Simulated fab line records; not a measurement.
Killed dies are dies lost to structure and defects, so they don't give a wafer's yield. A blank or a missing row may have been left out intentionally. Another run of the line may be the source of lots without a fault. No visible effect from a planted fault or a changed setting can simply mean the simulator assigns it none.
Chamber matching || flow nand-harc || cmp-02 running NHARC_A_CHANNEL_FILL_D1_CMP_10: 4 sister chambers
The step polishes, target thk 150 nm. 4 wafers are shown with their chamber, then 10 later ones without.

## WAFERS WITH THEIR CHAMBER
{"wafer": "L091.2", "chamber": 1, "motor-current-A (A)": 10.3}
{"wafer": "L091.3", "chamber": 3, "motor-current-A (A)": 10.1}
{"wafer": "L095.1", "chamber": 0, "motor-current-A (A)": 13.6}
{"wafer": "L095.2", "chamber": 2, "motor-current-A (A)": 11.5}

## WAFERS WITHOUT THEIR CHAMBER
{"wafer": "L095.3", "motor-current-A (A)": 9.8}
{"wafer": "L094.2", "motor-current-A (A)": 11.2}
{"wafer": "L094.5", "motor-current-A (A)": 10.0}
{"wafer": "L094.6", "motor-current-A (A)": 13.5}
{"wafer": "L097.2", "motor-current-A (A)": 9.7}
{"wafer": "L097.3", "motor-current-A (A)": 13.8}
{"wafer": "L097.6", "motor-current-A (A)": 9.4}
{"wafer": "L096.2", "motor-current-A (A)": 11.1}
{"wafer": "L096.5", "motor-current-A (A)": 9.2}
{"wafer": "L096.6", "motor-current-A (A)": 11.1}

## THE CHAMBER EACH PASSED THROUGH
{"wafer": "L095.3", "from the rows above": "can't be placed: 3 or 1", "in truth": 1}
{"wafer": "L094.2", "from the rows above": "can't be placed: 2 or 1 or 3", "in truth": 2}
{"wafer": "L094.5", "from the rows above": "can't be placed: 3 or 1", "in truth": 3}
{"wafer": "L094.6", "from the rows above": 0, "in truth": 0}
{"wafer": "L097.2", "from the rows above": "can't be placed: 3 or 1", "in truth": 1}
{"wafer": "L097.3", "from the rows above": 0, "in truth": 0}
{"wafer": "L097.6", "from the rows above": "can't be placed: 3 or 1", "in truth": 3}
{"wafer": "L096.2", "from the rows above": "can't be placed: 2 or 1 or 3", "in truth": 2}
{"wafer": "L096.5", "from the rows above": "can't be placed: 3 or 1", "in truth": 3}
{"wafer": "L096.6", "from the rows above": "can't be placed: 2 or 1 or 3", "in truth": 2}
Placed correctly: 2 of 10. These rows do not allow placing 8 (true chamber among the candidates in 8). Number placed wrongly: 0.
How it was worked out, from the rows above alone: a wafer's distance from a chamber is the root of the sum, over the readings, of the square of ((its reading less the chamber's mean) divided by the reading's scatter). If the next closest chamber is less than 2 further off than the closest, the wafer can't be placed; otherwise it belongs to the closest. The mean given for a chamber averages the wafers shown for that chamber. The scatter: root of mean squared gap, hidden wafer to nearest shown wafer, with one shown wafer a chamber.
